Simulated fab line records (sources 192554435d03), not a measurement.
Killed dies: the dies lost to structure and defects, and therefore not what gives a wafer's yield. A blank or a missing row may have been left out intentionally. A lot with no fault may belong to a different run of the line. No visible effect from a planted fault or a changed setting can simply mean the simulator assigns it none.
fab line records	flow n5_finfet	part 1 of 2: steps 1 to 17 of 25
record lots=5	wafers=15	last_day=18
route steps=1938 shown HKMG_FIN@438
lots with no fault: from the same line, run without faults
start_h: start of the lot's first displayed wafer, in hours after the record's first day	wait_h: hours elapsed since this lot's preceding step	" same as the row above	L1.1+2: a row that stands for several wafers	- no value present, or no start provided	* or withheld: withheld	< > ~ a bound
route shown NAME@n: a module of which the file shows steps, and the number in the route of the first	usual: mean and standard deviation over wafers with no fault	same: alike in all rows	chamber/n: place in a boat	sites: the reading at each site	_std_site: their standard deviation	_edge_site: inner sites' mean taken away from outer sites' mean	radius_mm: for every site, how far away it sits from the centre of the wafer	mask NAME#n: copy n	behind: tool/chamber where the wafer was last shaped	hold: cause of the lot's hold/its duration in hours/its outcome	device: the n, p or np transistor that did not switch	end of line: the tests these same wafers got at the end of their route	where a step has no rows: the recipe by itself	killed: count of dies lost to structure and defects at first sort (not the wafer's yield)	map: the dies of a wafer, with x for killed, . for not killed, _ for no die there
set.NAME: the run value of the setting; set.NAME@STEP: its run value at that earlier step	model.NAME: the simulator's own value behind a step, which no gauge read
certain route steps with their lots: each step a table, each wafer a row
services: when a tool's chamber went out of use (start_h, in hours from the record's first day, below 0 if earlier), for how many hours, and the reason
## steps
# step N5_HKMG_FIN_ETCH_35
# recipe chemistry=N2/H2	target=SOC	target_depth_a=2158	ion_energy_ev=65	bias_w=5	source_w=3000	time_s=243.4	pressure_mtorr=30	n2_flow_sccm=200	h2_flow_sccm=200
# usual drypump_motor_current_A=6.0/0.55	oes_product_au=0.77/0.056	rf_vpp_V=141.7/1	showerhead_plenum_p_Torr=2.55/0.074	throttle_valve_pct=17.8/0.3
lot.wafer	tool	chamber	start_h	wait_h	drypump_motor_current_A	oes_product_au	rf_hours_counter_h	rf_vpp_V	showerhead_plenum_p_Torr	throttle_valve_pct
L078.1	rie_diel-02	0	102.72	0.0	5.7	0.82	118	141.4	2.54	17.7
L078.3	"	2	"	"	6.1	0.80	80	142.3	2.58	17.8
L078.5	"	2	"	"	6.1	0.80	-	141.1	2.58	17.8
L083.2	rie_diel-05	1	128.83	0.0	6.7	0.78	98	142.0	2.56	17.4
L083.3	"	0	"	"	6.5	0.85	88	140.5	2.57	17.8
L083.6	"	0	"	"	6.4	0.86	-	141.8	2.57	17.8
L082.3	rie_diel-02	2	129.08	0.0	6.1	0.78	91	142.8	2.58	17.8
L082.4	"	3	"	"	5.7	0.75	185	141.5	2.51	17.9
L082.5	"	2	"	"	6.1	0.78	-	140.4	2.58	17.8
L089.1	rie_diel-06	0	168.27	0.0	5.8	0.70	212	141.8	2.41	18.1
L089.2	"	3	"	"	5.0	0.72	177	140.3	2.44	17.5
L089.3	"	1	"	"	5.5	0.71	187	141.3	2.42	18.3
L095.2	rie_diel-02	0	209.35	0.0	5.7	0.78	158	140.0	2.53	17.8
L095.5	"	3	"	"	5.7	0.72	-	140.4	2.50	17.9
L095.6	"	2	"	"	6.1	0.76	-	142.0	2.56	17.9
# step N5_HKMG_FIN_STRIP_92
# recipe chemistry=N2/H2	material=SOC	time_s=20	power_w=500	temp_c=40	pressure_mtorr=50	rf_frequency_hz=6e+07	bias_power_w=8	h2_frac=0.5	n2_flow_sccm=300	h2_flow_sccm=300
# usual bias_power_w=8.001/0.026	drypump_motor_current_A=6.0/0.55	oes_product_au=0.77/0.056	rf_vpp_V=54.2/0.94	showerhead_plenum_p_Torr=3.36/0.093	throttle_valve_pct=18.9/0.43
lot.wafer	tool	chamber	start_h	wait_h	bias_power_w	drypump_motor_current_A	oes_product_au	rf_hours_counter_h	rf_vpp_V	showerhead_plenum_p_Torr	throttle_valve_pct
L078.1	rie_diel-02	0	102.87	0.1	7.984	5.7	0.81	118	54.9	3.36	18.6
L078.3	"	2	"	"	8.020	6.1	0.80	80	54.6	3.41	19.0
L078.5	"	2	"	"	8.002	6.1	0.80	-	56.3	3.41	19.0
L083.2	rie_diel-05	1	128.98	0.1	8.007	6.7	0.77	98	54.5	3.38	18.7
L083.3	"	0	"	"	7.972	6.4	0.84	88	53.4	3.39	18.8
L083.6	"	0	"	"	8.043	6.5	0.84	-	54.5	3.39	18.8
L082.3	rie_diel-02	2	129.23	0.1	7.994	6.1	0.78	91	53.7	3.40	19.0
L082.4	"	3	"	"	8.005	5.7	0.73	185	53.8	3.32	18.9
L082.5	"	2	"	"	7.962	6.1	0.78	-	54.6	3.40	19.0
L089.1	rie_diel-06	0	168.42	0.1	8.012	5.8	0.69	212	55.2	3.19	19.4
L089.2	"	3	"	"	7.997	5.0	0.72	177	52.2	3.23	18.7
L089.3	"	1	"	"	7.988	5.5	0.70	187	54.0	3.20	19.5
L095.2	rie_diel-02	0	209.50	0.1	7.989	5.7	0.77	158	52.4	3.34	18.7
L095.5	"	3	"	"	8.019	5.7	0.72	-	52.5	3.30	19.0
L095.6	"	2	"	"	8.037	6.1	0.77	-	54.1	3.38	19.0
# step N5_HKMG_FIN_WET_ETCH_18
# recipe chemistry=SC1	target=TiN	mix=1:1:5	temp_c=*	time_s=55	target_depth_nm=5.2	dry=ipa_marangoni	rinse_time_s=30	rinse_temp_c=23
lot.wafer	tool	chamber	start_h	wait_h
L078.1+3+5	wet_bench-03	7,2,1	102.96	0.1
L083.2+3+6	wet_bench-01	1,4,3	129.07	0.1
L082.3+4+5	wet_bench-03	2,7,4	129.32	0.1
L089.1+2+3	wet_bench-04	1,3,2	168.52	0.1
L095.2+5+6	wet_bench-03	2,6,5	209.58	0.1
# step N5_HKMG_FIN_STRIP_19
# recipe chemistry=N2/H2	power_w=2500	temp_c=300	h2_frac=0.65	time_s=360	pressure_mtorr=withheld	n2_flow_sccm=1750	h2_flow_sccm=3250
# usual drypump_motor_current_A=5.95/0.12	heater_power_w=418/51
lot.wafer	tool	chamber	start_h	wait_h	drypump_motor_current_A	heater_power_w	rf_hours_counter_h
L078.1	plasma_asher-01	0	103.02	0.0	6.09	464	94
L078.3	"	0	"	"	6.10	489	-
L078.5	"	0	"	"	6.06	461	-
L083.2	plasma_asher-02	1	129.14	0.0	5.76	392	44
L083.3	"	0	"	"	6.04	357	-
L083.6	"	0	"	"	6.04	351	-
L082.3	plasma_asher-01	0	129.50	0.1	6.06	476	-
L082.4	"	1	"	"	5.88	467	-
L082.5	"	0	"	"	6.07	479	-
L089.1	plasma_asher-01	0	168.59	0.0	6.08	481	109
L089.2	"	1	"	"	5.87	465	109
L089.3	"	1	"	"	5.91	458	-
L095.2	plasma_asher-01	0	209.64	0.0	6.06	464	117
L095.5	"	0	"	"	6.08	474	-
L095.6	"	1	"	"	5.88	465	-
# step N5_HKMG_FIN_ALD_91
# recipe material=TiN	target_thk_a=10	temp_c=400	ald_precursor_family=TiCl4	ald_co_reactant=NH3	pulse_time_s=1	purge_time_s=3	co_reactant_purge_time_s=2	co_reactant_pulse_time_s=2	ald_cycles=47	pressure_torr=3
# usual heater_power_w=843/87	precursor_pulse_height_rel=1.002/0.018
lot.wafer	tool	chamber	start_h	wait_h	heater_power_w	precursor_pulse_height_rel
L078.1	ald_metal-04	2	103.41	0.3	757	0.990
L078.3	"	3	"	"	877	0.982
L078.5	"	3	"	"	875	1.010
L083.2	ald_metal-01	0	129.52	0.3	892	0.992
L083.3	"	2	"	"	885	1.030
L083.6	"	2	"	"	905	0.991
L082.3	ald_metal-04	0	129.76	0.1	761	0.976
L082.4	"	2	"	"	759	1.005
L082.5	"	2	"	"	774	1.021
L089.1	ald_metal-01	0	168.98	0.3	905	1.009
L089.2	"	1	"	"	865	0.983
L089.3	"	2	"	"	862	0.990
L095.2	ald_metal-03	1	210.03	0.3	795	0.970
L095.5	"	1	"	"	781	0.997
L095.6	"	2	"	"	1085	0.984
# step N5_HKMG_FIN_COAT_85
# recipe resist=SOC	temp_c=250	time_s=60	spin_rpm=1500	resist_thk_nm=300
# usual dispense_pressure_kPa=48/3
lot.wafer	tool	chamber	start_h	wait_h	dispense_pressure_kPa
L078.1	litho_track-01	0	103.68	0.2	51
L078.3	"	0	"	"	51
L078.5	"	0	"	"	51
L083.2	litho_track-01	0	129.80	0.2	51
L083.3	"	0	"	"	51
L083.6	"	0	"	"	51
L082.3	litho_track-01	0	130.04	0.2	51
L082.4	"	0	"	"	51
L082.5	"	0	"	"	51
L089.1	litho_track-01	0	169.25	0.2	51
L089.2	"	0	"	"	51
L089.3	"	0	"	"	51
L095.2	litho_track-02	0	210.31	0.2	45
L095.5	"	0	"	"	45
L095.6	"	0	"	"	45
# step N5_HKMG_FIN_ETCH_86
# recipe chemistry=N2/H2	target=SOC	target_depth_a=3932	stop_on=TiN	ion_energy_ev=100	bias_w=61	pressure_mtorr=30	source_w=850	n2_flow_sccm=200	h2_flow_sccm=200
# usual drypump_motor_current_A=5.9/0.58	oes_product_au=0.77/0.059	rf_vpp_V=240.5/1.3	showerhead_plenum_p_Torr=2.53/0.074	throttle_valve_pct=17.8/0.32
lot.wafer	tool	chamber	start_h	wait_h	drypump_motor_current_A	oes_product_au	rf_hours_counter_h	rf_vpp_V	showerhead_plenum_p_Torr	throttle_valve_pct
L078.1	rie_diel-02	3	103.81	-	5.7	0.73	175	240.0	2.51	17.8
L078.3	"	2	"	"	6.1	0.81	80	240.3	2.58	17.8
L078.5	"	1	"	"	6.8	0.85	-	242.8	2.68	17.3
L083.2	rie_diel-05	0	130.00	-	6.4	0.82	88	240.1	2.57	17.7
L083.3	"	1	"	"	6.7	0.79	98	242.5	2.56	17.4
L083.6	"	2	"	"	6.3	0.73	-	240.1	2.54	18.3
L082.3	rie_diel-05	2	130.13	-	6.3	0.72	184	241.6	2.54	18.3
L082.4	"	1	"	"	6.7	0.79	98	240.0	2.56	17.4
L082.5	"	1	"	"	6.7	0.79	-	240.7	2.56	17.4
L089.1	rie_diel-02	3	169.35	-	5.7	0.71	200	239.7	2.50	17.9
L089.2	"	2	"	"	6.1	0.78	107	241.8	2.57	17.8
L089.3	"	1	"	"	6.7	0.82	76	243.2	2.67	17.3
L095.2	rie_diel-06	0	210.37	-	5.8	0.69	225	237.8	2.40	18.1
L095.5	"	0	"	"	5.8	0.69	-	238.1	2.40	18.1
L095.6	"	3	"	"	5.0	0.72	-	240.2	2.43	17.5
# step N5_HKMG_FIN_STRIP_89
# recipe chemistry=N2/H2	material=SOC	time_s=20	power_w=500	temp_c=40	pressure_mtorr=50	rf_frequency_hz=6e+07	bias_power_w=8	h2_frac=0.5	n2_flow_sccm=300	h2_flow_sccm=300
# usual bias_power_w=8.000/0.024	drypump_motor_current_A=5.9/0.58	oes_product_au=0.76/0.062	rf_vpp_V=54.2/0.8	showerhead_plenum_p_Torr=3.35/0.094	throttle_valve_pct=19.0/0.44
lot.wafer	tool	chamber	start_h	wait_h	bias_power_w	drypump_motor_current_A	oes_product_au	rf_hours_counter_h	rf_vpp_V	showerhead_plenum_p_Torr	throttle_valve_pct
L078.1	rie_diel-02	3	103.87	0.0	8.017	5.7	0.75	175	52.8	3.32	18.9
L078.3	"	2	"	"	7.997	6.1	0.80	81	54.7	3.41	19.0
L078.5	"	1	"	"	7.985	6.8	0.86	-	54.7	3.54	18.1
L083.2	rie_diel-05	0	130.06	0.0	8.029	6.4	0.84	88	54.4	3.39	18.8
L083.3	"	1	"	"	8.033	6.6	0.78	98	54.5	3.38	18.7
L083.6	"	2	"	"	7.994	6.3	0.72	-	54.8	3.36	19.8
L082.3	rie_diel-05	2	130.19	0.0	7.978	6.3	0.72	184	54.5	3.36	19.8
L082.4	"	1	"	"	8.014	6.7	0.77	99	54.1	3.38	18.7
L082.5	"	1	"	"	8.007	6.7	0.77	-	55.9	3.38	18.7
L089.1	rie_diel-02	3	169.41	0.0	8.021	5.7	0.73	200	53.6	3.31	19.0
L089.2	"	2	"	"	8.009	6.1	0.77	107	54.5	3.39	19.0
L089.3	"	1	"	"	8.008	6.7	0.83	76	54.6	3.52	18.1
L095.2	rie_diel-06	0	210.43	0.0	8.021	5.8	0.70	225	53.6	3.18	19.4
L095.5	"	0	"	"	8.003	5.8	0.69	-	53.9	3.18	19.4
L095.6	"	3	"	"	8.007	5.0	0.71	-	54.3	3.22	18.7
# step N5_HKMG_FIN_WET_ETCH_87
# recipe chemistry=SC1	target=TiN	mix=1:2:40	temp_c=50	time_s=154.2	target_depth_nm=4.7	dry=ipa_marangoni	rinse_time_s=30	rinse_temp_c=23
lot.wafer	tool	chamber	start_h	wait_h
L078.1+3+5	wet_bench-01	2,1,4	103.97	0.1
L083.2+3+6	wet_bench-04	4,0,3	130.16	0.1
L082.3+4+5	wet_bench-01	3,4,5	130.29	0.1
L089.1+2+3	wet_bench-03	1,2,3	169.51	0.1
L095.2+5+6	wet_bench-03	3,5,0	210.53	0.1
# step N5_HKMG_FIN_STRIP_88
# recipe chemistry=N2/H2	power_w=2500	temp_c=300	h2_frac=0.65	time_s=360	pressure_mtorr=withheld	n2_flow_sccm=1750	h2_flow_sccm=3250
# usual drypump_motor_current_A=5.96/0.11	heater_power_w=434/48
lot.wafer	tool	chamber	start_h	wait_h	drypump_motor_current_A	heater_power_w	rf_hours_counter_h
L078.1	plasma_asher-01	0	104.06	0.0	6.08	466	95
L078.3	"	0	"	"	6.08	478	-
L078.5	"	0	"	"	6.06	484	-
L083.2	plasma_asher-02	0	130.25	0.0	6.04	341	45
L083.3	"	1	"	"	5.78	403	-
L083.6	"	1	"	"	5.78	383	-
L082.3	plasma_asher-01	1	130.51	0.1	5.89	451	-
L082.4	"	0	"	"	6.07	472	-
L082.5	"	0	"	"	6.08	475	-
L089.1	plasma_asher-01	1	169.60	0.0	5.89	465	109
L089.2	"	0	"	"	6.05	467	109
L089.3	"	0	"	"	6.06	475	-
L095.2	plasma_asher-01	1	210.62	0.0	5.90	444	118
L095.5	"	1	"	"	5.90	468	-
L095.6	"	0	"	"	6.08	493	-
# step N5_HKMG_FIN_NWFM_ALD_20
# recipe material=TiAlC	target_thk_a=20	temp_c=300	ald_precursor_family=TiCl4	ald_co_reactant=TEA	pulse_time_s=3	purge_time_s=2	co_reactant_purge_time_s=2	co_reactant_pulse_time_s=10	ald_cycles=7	pressure_torr=3
# usual heater_power_w=468/52	precursor_pulse_height_rel=0.997/0.019
lot.wafer	tool	chamber	start_h	wait_h	heater_power_w	precursor_pulse_height_rel
L078.1	ald_metal-04	1	104.44	0.3	468	0.999
L078.3	"	3	"	"	495	1.043
L078.5	"	2	"	"	433	0.980
L083.2	ald_metal-01	2	130.63	0.3	492	0.996
L083.3	"	3	"	"	397	0.975
L083.6	"	2	"	"	501	0.971
L082.3	ald_metal-04	1	130.78	0.2	476	0.994
L082.4	"	0	"	"	428	0.997
L082.5	"	2	"	"	425	1.001
L089.1	ald_metal-04	1	169.98	0.3	474	1.025
L089.2	"	0	"	"	425	0.990
L089.3	"	2	"	"	427	0.988
L095.2	ald_metal-04	3	211.00	0.3	494	1.049
L095.5	"	1	"	"	472	1.018
L095.6	"	2	"	"	434	0.991
# step N5_HKMG_FIN_ALD_71
# recipe material=TiN	target_thk_a=10	temp_c=400	ald_precursor_family=TiCl4	ald_co_reactant=NH3	pulse_time_s=1	purge_time_s=3	co_reactant_purge_time_s=2	co_reactant_pulse_time_s=2	ald_cycles=47	pressure_torr=3
# usual heater_power_w=836/94	precursor_pulse_height_rel=1.001/0.019
lot.wafer	tool	chamber	start_h	wait_h	heater_power_w	precursor_pulse_height_rel
L078.1	ald_metal-04	1	104.54	0.0	832	0.973
L078.3	"	3	"	"	861	0.983
L078.5	"	2	"	"	768	1.023
L083.2	ald_metal-01	2	130.73	0.0	878	0.998
L083.3	"	3	"	"	728	0.984
L083.6	"	2	"	"	884	1.001
L082.3	ald_metal-04	1	130.88	0.0	831	1.002
L082.4	"	0	"	"	768	1.002
L082.5	"	2	"	"	776	1.000
L089.1	ald_metal-04	1	170.08	0.0	834	1.014
L089.2	"	0	"	"	763	0.998
L089.3	"	2	"	"	775	1.032
L095.2	ald_metal-04	2	211.10	0.0	772	1.003
L095.5	"	2	"	"	782	0.987
L095.6	"	3	"	"	876	1.003
# step N5_HKMG_FIN_COAT_66
# recipe resist=SOC	temp_c=250	time_s=60	spin_rpm=1500	resist_thk_nm=300
# usual dispense_pressure_kPa=47/3.4
lot.wafer	tool	chamber	start_h	wait_h	dispense_pressure_kPa
L078.1	litho_track-02	0	104.81	0.2	45
L078.3	"	0	"	"	45
L078.5	"	0	"	"	45
L083.2	litho_track-01	0	131.01	0.2	51
L083.3	"	0	"	"	51
L083.6	"	0	"	"	51
L082.3	litho_track-03	0	131.16	0.2	43
L082.4	"	0	"	"	43
L082.5	"	0	"	"	43
L089.1	litho_track-02	0	170.36	0.2	45
L089.2	"	0	"	"	45
L089.3	"	0	"	"	45
L095.2	litho_track-03	0	211.38	0.2	43
L095.5	"	0	"	"	43
L095.6	"	0	"	"	43
# step N5_HKMG_FIN_ETCH_67
# recipe chemistry=N2/H2	target=SOC	target_depth_a=3889	stop_on=TiN	ion_energy_ev=100	bias_w=61	pressure_mtorr=30	source_w=850	n2_flow_sccm=200	h2_flow_sccm=200
# usual drypump_motor_current_A=5.8/0.58	oes_product_au=0.75/0.056	rf_vpp_V=240.4/1.2	showerhead_plenum_p_Torr=2.53/0.078	throttle_valve_pct=17.9/0.32
lot.wafer	tool	chamber	start_h	wait_h	drypump_motor_current_A	oes_product_au	rf_hours_counter_h	rf_vpp_V	showerhead_plenum_p_Torr	throttle_valve_pct
L078.1	rie_diel-02	3	104.88	-	5.7	0.73	176	240.9	2.51	17.8
L078.3	"	1	"	"	6.8	0.85	49	243.2	2.68	17.3
L078.5	"	3	"	"	5.7	0.73	-	240.6	2.51	17.8
L083.2	rie_diel-02	3	131.07	-	5.7	0.73	185	240.7	2.51	17.9
L083.3	"	0	"	"	5.7	0.79	129	241.5	2.54	17.7
L083.6	"	0	"	"	5.7	0.79	-	241.1	2.54	17.7
L082.3	rie_diel-06	0	131.22	-	5.8	0.69	206	239.4	2.41	18.1
L082.4	"	2	"	"	4.9	0.68	191	241.8	2.63	18.2
L082.5	"	2	"	"	4.9	0.67	-	241.3	2.63	18.2
L089.1	rie_diel-02	1	170.42	-	6.7	0.81	77	241.0	2.67	17.3
L089.2	"	3	"	"	5.7	0.72	201	239.2	2.50	17.9
L089.3	"	2	"	"	6.1	0.76	108	240.5	2.57	17.8
L095.2	rie_diel-02	0	211.44	-	5.7	0.77	158	240.4	2.53	17.7
L095.5	"	3	"	"	5.7	0.71	-	240.3	2.50	17.9
L095.6	"	2	"	"	6.1	0.76	-	240.5	2.56	17.9
# step N5_HKMG_FIN_STRIP_90
# recipe chemistry=N2/H2	material=SOC	time_s=20	power_w=500	temp_c=40	pressure_mtorr=50	rf_frequency_hz=6e+07	bias_power_w=8	h2_frac=0.5	n2_flow_sccm=300	h2_flow_sccm=300
# usual bias_power_w=7.999/0.024	drypump_motor_current_A=5.8/0.59	oes_product_au=0.75/0.058	rf_vpp_V=54.2/0.88	showerhead_plenum_p_Torr=3.34/0.099	throttle_valve_pct=19.0/0.41
lot.wafer	tool	chamber	start_h	wait_h	bias_power_w	drypump_motor_current_A	oes_product_au	rf_hours_counter_h	rf_vpp_V	showerhead_plenum_p_Torr	throttle_valve_pct
L078.1	rie_diel-02	3	104.94	0.0	7.995	5.8	0.74	176	54.0	3.32	18.9
L078.3	"	1	"	"	8.023	6.7	0.87	49	54.0	3.54	18.1
L078.5	"	3	"	"	8.003	5.7	0.75	-	54.3	3.32	18.9
L083.2	rie_diel-02	3	131.13	0.0	7.977	5.7	0.73	185	53.1	3.32	19.0
L083.3	"	0	"	"	7.987	5.7	0.79	129	54.0	3.35	18.6
L083.6	"	0	"	"	8.040	5.7	0.79	-	54.3	3.35	18.6
L082.3	rie_diel-06	0	131.28	0.0	8.031	5.8	0.70	206	54.5	3.19	19.4
L082.4	"	2	"	"	7.990	4.9	0.68	191	54.0	3.47	19.3
L082.5	"	2	"	"	8.042	4.9	0.69	-	55.2	3.47	19.2
L089.1	rie_diel-02	1	170.48	0.0	7.987	6.8	0.83	77	55.6	3.52	18.1
L089.2	"	3	"	"	7.990	5.7	0.72	201	54.6	3.31	19.0
L089.3	"	2	"	"	8.013	6.1	0.77	108	54.9	3.39	19.0
L095.2	rie_diel-02	0	211.50	0.0	8.016	5.7	0.77	158	52.8	3.34	18.6
L095.5	"	3	"	"	8.002	5.7	0.71	-	54.1	3.30	19.0
L095.6	"	2	"	"	7.980	6.1	0.76	-	54.5	3.38	19.0
# step N5_HKMG_FIN_WET_ETCH_73
# recipe chemistry=SC1	mix=1:2:40	temp_c=50	time_s=42.3	target_depth_nm=1.3	dry=ipa_marangoni	rinse_time_s=30	rinse_temp_c=23
lot.wafer	tool	chamber	start_h	wait_h
L078.1+3+5	wet_bench-03	0,7,3	105.04	0.1
L083.2+3+6	wet_bench-03	0,2,1	131.23	0.1
L082.3+4+5	wet_bench-01	2,3,7	131.38	0.1
L089.1+2+3	wet_bench-03	7,1,2	170.58	0.1
L095.2+5+6	wet_bench-04	3,7,6	211.60	0.1
# step N5_HKMG_FIN_ETCHBACK_68
# recipe chemistry=Cl2/Ar	stop_on=HfO2	target_depth_a=5	pressure_mtorr=10	icp_w=600	bias_w=60	Cl2_flow_sccm=40	Ar_flow_sccm=60
# usual drypump_motor_current_A=5.7/0.59	oes_product_au=0.80/0.11	throttle_valve_pct=20.79/0.12
lot.wafer	tool	chamber	start_h	wait_h	drypump_motor_current_A	oes_product_au	rf_hours_counter_h	throttle_valve_pct
L078.1	rie_metal-02	1	105.10	0.0	6.1	0.73	66	20.90
L078.3	"	1	"	"	6.1	0.73	-	20.91
L078.5	"	0	"	"	5.3	0.64	-	20.93
L083.2	rie_metal-03	0	131.29	0.0	6.5	0.86	9	20.82
L083.3	"	1	"	"	5.7	0.77	-	20.71
L083.6	"	1	"	"	5.7	0.76	-	20.72
L082.3	rie_metal-02	1	131.48	0.1	6.1	0.72	-	20.91
L082.4	"	0	"	"	5.3	0.63	-	20.95
L082.5	"	0	"	"	5.3	0.63	-	20.96
L089.1	rie_metal-01	0	170.64	0.0	4.6	0.92	7	20.69
L089.2	"	1	"	"	5.9	0.90	5	20.60
L089.3	"	1	"	"	5.9	0.90	-	20.61
L095.2	rie_metal-03	1	211.69	0.0	5.7	0.74	45	20.72
L095.5	"	0	"	"	6.5	0.83	-	20.83
L095.6	"	1	"	"	5.7	0.74	-	20.72
